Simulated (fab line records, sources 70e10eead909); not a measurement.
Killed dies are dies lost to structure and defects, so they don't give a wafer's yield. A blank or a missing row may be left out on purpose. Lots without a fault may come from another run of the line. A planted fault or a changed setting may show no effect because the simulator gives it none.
A struck lot beside a sound one | flow nand_harc | 14 steps out of a route of 1302
Sound: wafers L382.1, L382.5, L382.6. Struck: wafers L389.1, L389.3, L389.6. The cause comes at the end.
At each step with rows: each side's tool, then ch and its chambers, then its first start. Under that, the readings that differ: sound wafers | struck wafers | difference of the means | sigmas: that difference in standard deviations of wafers without a fault.
alike: readings whose means differ by less than 2 such deviations, and words and numbers that are the same on both sides. not compared: withheld readings, readings that some wafer has no value for, bounds like >300 that may hide the same value, and numbers for which the record gives no deviation and whose values overlap.
The two part at a step that has a row with sigmas, a row that says differs or no value, or rows on one side only. Numbers that don't overlap but have no deviation are shown without sigmas and don't part them. A reading that every wafer of one side lacks parts them only if that side has two wafers or more.

first, 8 steps without rows for these wafers: NHARC_P_GATE_DEHYDRATE_38 (time 120 s); NHARC_P_GATE_HMDS_39 (time 30 s); NHARC_P_GATE_COAT_40; NHARC_P_GATE_SOFTBAKE_41 (time 95 s); NHARC_P_GATE_EBR_42; NHARC_P_GATE_EXPOSE_43 (exposes mask P NSD, target cd 720 nm); NHARC_P_GATE_PEB_44 (peb time 85 s); NHARC_P_GATE_DEVELOP_45 (time 70 s).
NHARC_P_GATE_CD_MEAS_46: target cd 720 nm.
  sound on cd_sem-02 ch 0, day 7 19:14; struck on cd_sem-03 ch 0, day 10 12:36
  alike: cd_nm
then, 1 step without rows for these wafers: NHARC_P_GATE_HARDBAKE_47 (time 80 s).
NHARC_P_GATE_DESCUM_48: chemistry O2, time 3 s.
  sound on rie_diel-02 ch 1,2,3, day 7 19:25; struck on rie_diel-07 ch 1,2,3, day 10 12:46
  alike: drypump_motor_current_A, oes_product_au, rf_vpp_V, showerhead_plenum_p_Torr, throttle_valve_pct
  not compared: rf_hours_counter_h
then, 1 step without rows for these wafers: NHARC_P_GATE_IMPLANT_49.
NHARC_P_GATE_STRIP_111: strips in N2/H2, time 250 s.
  sound on plasma_asher-01 ch 0,1, day 7 19:49; struck on plasma_asher-01 ch 0,1, day 10 13:14
  no value came back on the struck wafers for drypump_motor_current_A (A), heater_power_w (W); on the sound wafers drypump_motor_current_A (A) reads 6.4 6.7 6.4
  not compared: rf_hours_counter_h
NHARC_P_GATE_STRIP_75: strips in O2.
  sound on plasma_asher-01 ch 0,1, day 7 20:05; struck on plasma_asher-01 ch 0,1, day 10 13:32
  alike: drypump_motor_current_A, heater_power_w
  not compared: rf_hours_counter_h

WHERE THEY PART
Only at NHARC_P_GATE_STRIP_111, within this record. Later steps at which nothing parts them and some readings are alike: NHARC_P_GATE_STRIP_75.

WHY: what the simulator had put in
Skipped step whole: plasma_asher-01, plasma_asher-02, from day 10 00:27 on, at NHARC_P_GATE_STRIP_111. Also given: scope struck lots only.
